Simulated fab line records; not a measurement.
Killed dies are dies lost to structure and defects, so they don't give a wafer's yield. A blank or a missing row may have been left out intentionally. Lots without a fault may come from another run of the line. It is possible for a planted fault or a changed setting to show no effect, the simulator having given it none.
Chamber matching || flow n5-finfet || 4 sister chambers for N5_ILD0_CMP_03 on cmp-01
The step polishes, stops on SiNx, t overpolish 1.9 s, target thk 197.38 nm. 4 wafers are shown with their chamber, then 10 later ones without.

== WAFERS PAIRED WITH THEIR CHAMBERS ==
{"wafer": "L085.6", "chamber": 0, "motor-current-A (A)": 12.0}
{"wafer": "L089.4", "chamber": 3, "motor-current-A (A)": 11.3}
{"wafer": "L091.3", "chamber": 1, "motor-current-A (A)": 13.1}
{"wafer": "L091.4", "chamber": 2, "motor-current-A (A)": 12.6}

== WAFERS WITH NO CHAMBER GIVEN ==
{"wafer": "L091.6", "motor-current-A (A)": 12.3}
{"wafer": "L092.1", "motor-current-A (A)": 12.2}
{"wafer": "L092.3", "motor-current-A (A)": 13.3}
{"wafer": "L092.4", "motor-current-A (A)": 11.2}
{"wafer": "L093.4", "motor-current-A (A)": 12.4}
{"wafer": "L093.5", "motor-current-A (A)": 10.9}
{"wafer": "L093.6", "motor-current-A (A)": 12.4}
{"wafer": "L094.1", "motor-current-A (A)": 11.3}
{"wafer": "L094.4", "motor-current-A (A)": 12.3}
{"wafer": "L094.6", "motor-current-A (A)": 11.3}

== EACH ONE'S CHAMBER ==
{"wafer": "L091.6", "from the rows above": "can't be placed: 2 or 0", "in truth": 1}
{"wafer": "L092.1", "from the rows above": "can't be placed: 0 or 2", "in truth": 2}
{"wafer": "L092.3", "from the rows above": 1, "in truth": 1}
{"wafer": "L092.4", "from the rows above": 3, "in truth": 3}
{"wafer": "L093.4", "from the rows above": "can't be placed: 2 or 0", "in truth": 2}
{"wafer": "L093.5", "from the rows above": 3, "in truth": 3}
{"wafer": "L093.6", "from the rows above": "can't be placed: 2 or 0", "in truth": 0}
{"wafer": "L094.1", "from the rows above": 3, "in truth": 3}
{"wafer": "L094.4", "from the rows above": "can't be placed: 2 or 0", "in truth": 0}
{"wafer": "L094.6", "from the rows above": 3, "in truth": 3}
Correctly placed: 5 of 10. Unplaceable from these rows: 5, with the true chamber sitting among the candidates in 4. Wrongly placed: 0.
How it was worked out, from the rows above alone: a wafer's distance from a chamber is the root of the sum, over the readings, of the square of ((its reading less the chamber's mean) divided by the reading's scatter). If the next closest chamber is less than 2 further off than the closest, the wafer can't be placed; otherwise it belongs to the closest. The mean given for a chamber averages the wafers shown for that chamber. The scatter (one wafer shown for each chamber): square how far every hidden wafer sits from the nearest shown wafer, average those squares and take the square root.
